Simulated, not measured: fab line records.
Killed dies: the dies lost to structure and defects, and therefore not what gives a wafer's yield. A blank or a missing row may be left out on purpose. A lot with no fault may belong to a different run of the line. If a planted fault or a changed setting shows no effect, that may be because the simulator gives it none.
Tool commonality check || flow n5_finfet || 14 lots and 42 wafers in the sample

REASON FOR OPENING
At N5_SD_EPI_N_CD_MEAS_09 the reading cd_nm is flagged on 2 of 14 lots. No-fault wafers: 119.2 nm, standard deviation 1.2.
Rule: a lot gets a flag if all its wafers with a number sit over 4 standard deviations from that mean, or if no wafer of it has a number. As for the other lots, they are considered sound.

{"lot": "L859", "measured": "day 3 07:44", "on": "cd_sem-03", "cd_nm (nm), wafer by wafer": "119.4 118.8 119.9", "flag": ""}
{"lot": "L860", "measured": "day 3 16:35", "on": "cd_sem-02", "cd_nm (nm), wafer by wafer": "119.8 120.1 120.0", "flag": ""}
{"lot": "L861", "measured": "day 3 22:29", "on": "cd_sem-02", "cd_nm (nm), wafer by wafer": "120.5 123.1 121.4", "flag": ""}
{"lot": "L862", "measured": "day 4 01:02", "on": "cd_sem-01", "cd_nm (nm), wafer by wafer": "118.3 117.7 119.1", "flag": ""}
{"lot": "L865", "measured": "day 4 23:13", "on": "cd_sem-02", "cd_nm (nm), wafer by wafer": "121.5 119.9 120.9", "flag": ""}
{"lot": "L871", "measured": "day 6 10:53", "on": "cd_sem-02", "cd_nm (nm), wafer by wafer": "60.0 62.0 61.3", "flag": "FLAGGED"}
{"lot": "L872", "measured": "day 6 13:47", "on": "cd_sem-03", "cd_nm (nm), wafer by wafer": "68.6 68.0 67.7", "flag": "FLAGGED"}
{"lot": "L873", "measured": "day 6 18:41", "on": "cd_sem-01", "cd_nm (nm), wafer by wafer": "120.6 120.1 120.2", "flag": ""}
{"lot": "L874", "measured": "day 6 23:16", "on": "cd_sem-02", "cd_nm (nm), wafer by wafer": "118.1 117.7 118.3", "flag": ""}
{"lot": "L875", "measured": "day 7 05:05", "on": "cd_sem-01", "cd_nm (nm), wafer by wafer": "117.8 118.0 117.2", "flag": ""}
{"lot": "L876", "measured": "day 7 18:56", "on": "cd_sem-01", "cd_nm (nm), wafer by wafer": "118.3 117.1 118.6", "flag": ""}
{"lot": "L879", "measured": "day 8 14:29", "on": "cd_sem-01", "cd_nm (nm), wafer by wafer": "119.3 118.0 119.1", "flag": ""}
{"lot": "L880", "measured": "day 8 16:39", "on": "cd_sem-03", "cd_nm (nm), wafer by wafer": "120.9 121.6 118.9", "flag": ""}
{"lot": "L881", "measured": "day 8 19:14", "on": "cd_sem-01", "cd_nm (nm), wafer by wafer": "117.6 118.1 119.2", "flag": ""}
The numbers of the flagged lots are 64.6 nm on average: -54.6 nm against the usual, or -46 standard deviations.

EACH LOT AND THE TOOL IT RAN ON
Before the reading, the record contains 4 process steps out of a 1938-step route. Each cell gives the tool, then ch followed by the chambers the sampled wafers passed through, then the start.
{"lot": "L859", "flag": "", "N5_DUMMY_GATE_TRIM_49": "rie_si-06 ch 0,1,2, day 3 05:39", "N5_DUMMY_GATE_HM_OPEN_21": "rie_diel-01 ch 0,2,3, day 3 05:56", "N5_DUMMY_GATE_ETCH_23": "rie_si-01 ch 0,1,2, day 3 06:08", "N5_SD_EPI_N_PEB_07": "litho_track-01 ch 0, day 3 07:40"}
{"lot": "L860", "flag": "", "N5_DUMMY_GATE_TRIM_49": "rie_si-04 ch 1,2, day 3 14:20", "N5_DUMMY_GATE_HM_OPEN_21": "rie_diel-01 ch 1,2,3, day 3 14:39", "N5_DUMMY_GATE_ETCH_23": "rie_si-06 ch 1,3, day 3 14:50", "N5_SD_EPI_N_PEB_07": "litho_track-01 ch 0, day 3 16:31"}
{"lot": "L861", "flag": "", "N5_DUMMY_GATE_TRIM_49": "rie_si-04 ch 0,1,2, day 3 19:11", "N5_DUMMY_GATE_HM_OPEN_21": "rie_diel-03 ch 0,1,3, day 3 19:32", "N5_DUMMY_GATE_ETCH_23": "rie_si-06 ch 0,1,3, day 3 19:44", "N5_SD_EPI_N_PEB_07": "litho_track-04 ch 0, day 3 22:25"}
{"lot": "L862", "flag": "", "N5_DUMMY_GATE_TRIM_49": "rie_si-04 ch 0,1,2, day 3 23:02", "N5_DUMMY_GATE_HM_OPEN_21": "rie_diel-01 ch 2,3, day 3 23:22", "N5_DUMMY_GATE_ETCH_23": "rie_si-04 ch 1,2, day 3 23:34", "N5_SD_EPI_N_PEB_07": "litho_track-03 ch 0, day 4 00:58"}
{"lot": "L865", "flag": "", "N5_DUMMY_GATE_TRIM_49": "rie_si-04 ch 0,1,3, day 4 18:12", "N5_DUMMY_GATE_HM_OPEN_21": "rie_diel-03 ch 2,3, day 4 18:29", "N5_DUMMY_GATE_ETCH_23": "rie_si-04 ch 0,1,3, day 4 18:41", "N5_SD_EPI_N_PEB_07": "litho_track-04 ch 0, day 4 23:10"}
{"lot": "L871", "flag": "FLAGGED", "N5_DUMMY_GATE_TRIM_49": "rie_si-01 ch 0,1,2, day 6 08:54", "N5_DUMMY_GATE_HM_OPEN_21": "rie_diel-06 ch 1,2,3, day 6 09:11", "N5_DUMMY_GATE_ETCH_23": "rie_si-01 ch 0,1,3, day 6 09:22", "N5_SD_EPI_N_PEB_07": "litho_track-01 ch 0, day 6 10:49"}
{"lot": "L872", "flag": "FLAGGED", "N5_DUMMY_GATE_TRIM_49": "rie_si-01 ch 0,1,2, day 6 11:47", "N5_DUMMY_GATE_HM_OPEN_21": "rie_diel-06 ch 0,2,3, day 6 12:05", "N5_DUMMY_GATE_ETCH_23": "rie_si-06 ch 0,1,3, day 6 12:16", "N5_SD_EPI_N_PEB_07": "litho_track-01 ch 0, day 6 13:43"}
{"lot": "L873", "flag": "", "N5_DUMMY_GATE_TRIM_49": "rie_si-04 ch 0,1,3, day 6 16:38", "N5_DUMMY_GATE_HM_OPEN_21": "rie_diel-01 ch 0,1,2, day 6 17:09", "N5_DUMMY_GATE_ETCH_23": "rie_si-04 ch 0,1,3, day 6 17:20", "N5_SD_EPI_N_PEB_07": "litho_track-04 ch 0, day 6 18:37"}
{"lot": "L874", "flag": "", "N5_DUMMY_GATE_TRIM_49": "rie_si-06 ch 0,2,3, day 6 21:05", "N5_DUMMY_GATE_HM_OPEN_21": "rie_diel-03 ch 0,1, day 6 21:27", "N5_DUMMY_GATE_ETCH_23": "rie_si-04 ch 0,3, day 6 21:39", "N5_SD_EPI_N_PEB_07": "litho_track-03 ch 0, day 6 23:11"}
{"lot": "L875", "flag": "", "N5_DUMMY_GATE_TRIM_49": "rie_si-06 ch 1,2,3, day 7 03:15", "N5_DUMMY_GATE_HM_OPEN_21": "rie_diel-06 ch 0,1,3, day 7 03:34", "N5_DUMMY_GATE_ETCH_23": "rie_si-01 ch 0,2, day 7 03:45", "N5_SD_EPI_N_PEB_07": "litho_track-03 ch 0, day 7 05:01"}
{"lot": "L876", "flag": "", "N5_DUMMY_GATE_TRIM_49": "rie_si-01 ch 2,3, day 7 17:00", "N5_DUMMY_GATE_HM_OPEN_21": "rie_diel-03 ch 0,2, day 7 17:17", "N5_DUMMY_GATE_ETCH_23": "rie_si-01 ch 0,3, day 7 17:29", "N5_SD_EPI_N_PEB_07": "litho_track-03 ch 0, day 7 18:52"}
{"lot": "L879", "flag": "", "N5_DUMMY_GATE_TRIM_49": "rie_si-01 ch 2,3, day 8 11:20", "N5_DUMMY_GATE_HM_OPEN_21": "rie_diel-03 ch 1,2, day 8 11:37", "N5_DUMMY_GATE_ETCH_23": "rie_si-06 ch 1,2, day 8 11:49", "N5_SD_EPI_N_PEB_07": "litho_track-03 ch 0, day 8 14:25"}
{"lot": "L880", "flag": "", "N5_DUMMY_GATE_TRIM_49": "rie_si-04 ch 0,2,3, day 8 14:43", "N5_DUMMY_GATE_HM_OPEN_21": "rie_diel-06 ch 0,1, day 8 15:00", "N5_DUMMY_GATE_ETCH_23": "rie_si-01 ch 0,2, day 8 15:12", "N5_SD_EPI_N_PEB_07": "litho_track-04 ch 0, day 8 16:35"}
{"lot": "L881", "flag": "", "N5_DUMMY_GATE_TRIM_49": "rie_si-04 ch 1,3, day 8 15:21", "N5_DUMMY_GATE_HM_OPEN_21": "rie_diel-06 ch 1,2,3, day 8 15:41", "N5_DUMMY_GATE_ETCH_23": "rie_si-01 ch 0,1,2, day 8 15:52", "N5_SD_EPI_N_PEB_07": "litho_track-03 ch 0, day 8 19:10"}
What these steps do:
- N5_DUMMY_GATE_TRIM_49: chemistry O2, time 29 s, target cd 14 nm.
- N5_DUMMY_GATE_HM_OPEN_21: chemistry CH3F/O2, target SiNx, target depth 120 nm, time 171.4 s.
- N5_DUMMY_GATE_ETCH_23: etches poly-Si in HBr/Cl2/O2, target depth 41 nm, time 22.3 s.
- N5_SD_EPI_N_PEB_07: peb time 60 s.
- N5_SD_EPI_N_CD_MEAS_09: target cd 120 nm.

FLAGGED OVER TOTAL, TOOL BY TOOL (the gauges that took the reading come last)
{"step": "N5_DUMMY_GATE_TRIM_49", "tool": "rie_si-01", "lots run": 4, "flagged": 2, "share of the flagged lots": "all", "sound lots run after its first flagged lot": "2 (L876,L879)"}
{"step": "N5_DUMMY_GATE_TRIM_49", "tool": "rie_si-04", "lots run": 7, "flagged": 0, "share of the flagged lots": "none", "sound lots run after its first flagged lot": "-"}
{"step": "N5_DUMMY_GATE_TRIM_49", "tool": "rie_si-06", "lots run": 3, "flagged": 0, "share of the flagged lots": "none", "sound lots run after its first flagged lot": "-"}
{"step": "N5_DUMMY_GATE_HM_OPEN_21", "tool": "rie_diel-01", "lots run": 4, "flagged": 0, "share of the flagged lots": "none", "sound lots run after its first flagged lot": "-"}
{"step": "N5_DUMMY_GATE_HM_OPEN_21", "tool": "rie_diel-03", "lots run": 5, "flagged": 0, "share of the flagged lots": "none", "sound lots run after its first flagged lot": "-"}
{"step": "N5_DUMMY_GATE_HM_OPEN_21", "tool": "rie_diel-06", "lots run": 5, "flagged": 2, "share of the flagged lots": "all", "sound lots run after its first flagged lot": "3 (L875,L880,L881)"}
{"step": "N5_DUMMY_GATE_ETCH_23", "tool": "rie_si-01", "lots run": 6, "flagged": 1, "share of the flagged lots": "some", "sound lots run after its first flagged lot": "4 (L875,L876,L880,L881)"}
{"step": "N5_DUMMY_GATE_ETCH_23", "tool": "rie_si-04", "lots run": 4, "flagged": 0, "share of the flagged lots": "none", "sound lots run after its first flagged lot": "-"}
{"step": "N5_DUMMY_GATE_ETCH_23", "tool": "rie_si-06", "lots run": 4, "flagged": 1, "share of the flagged lots": "some", "sound lots run after its first flagged lot": "1 (L879)"}
{"step": "N5_SD_EPI_N_PEB_07", "tool": "litho_track-01", "lots run": 4, "flagged": 2, "share of the flagged lots": "all", "sound lots run after its first flagged lot": 0}
{"step": "N5_SD_EPI_N_PEB_07", "tool": "litho_track-03", "lots run": 6, "flagged": 0, "share of the flagged lots": "none", "sound lots run after its first flagged lot": "-"}
{"step": "N5_SD_EPI_N_PEB_07", "tool": "litho_track-04", "lots run": 4, "flagged": 0, "share of the flagged lots": "none", "sound lots run after its first flagged lot": "-"}
{"step": "N5_SD_EPI_N_CD_MEAS_09", "tool": "cd_sem-01", "lots run": 6, "flagged": 0, "share of the flagged lots": "none", "sound lots run after its first flagged lot": "-"}
{"step": "N5_SD_EPI_N_CD_MEAS_09", "tool": "cd_sem-02", "lots run": 5, "flagged": 1, "share of the flagged lots": "some", "sound lots run after its first flagged lot": "1 (L874)"}
{"step": "N5_SD_EPI_N_CD_MEAS_09", "tool": "cd_sem-03", "lots run": 3, "flagged": 1, "share of the flagged lots": "some", "sound lots run after its first flagged lot": "1 (L880)"}

THE TABLE: WHAT IT ALLOWS
Every flagged lot was run by 3 rows of the table: rie_si-01 at N5_DUMMY_GATE_TRIM_49, rie_diel-06 at N5_DUMMY_GATE_HM_OPEN_21 and litho_track-01 at N5_SD_EPI_N_PEB_07.
- rie_si-01 at N5_DUMMY_GATE_TRIM_49: 2 of its 4 lots flagged. Lots that were sound ran on it after the first flagged one (L876, L879); a persistent fault on the entire tool would not allow that.
- rie_diel-06 at N5_DUMMY_GATE_HM_OPEN_21: 2 of its 5 lots flagged. Lots that were sound ran on it after the first flagged one (L875, L880, L881); a persistent fault on the entire tool would not allow that.
- litho_track-01 at N5_SD_EPI_N_PEB_07: 2 of its 4 lots flagged. Its last sound lot is L860 (day 3 16:31), its first flagged lot L871 (day 6 10:49): a fault that began between those two fits. Its own readings (heater_power_total_W) fall more than 4 standard deviations out on all wafers of the flagged lots.
Left over: one tool, litho_track-01 at N5_SD_EPI_N_PEB_07.

WHAT THE SIMULATOR PUT IN
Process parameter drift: litho_track-01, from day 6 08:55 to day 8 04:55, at N5_SD_EPI_N_PEB_07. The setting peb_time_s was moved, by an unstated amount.
Lots struck among those shown: L871, L872. The rule above found the same.
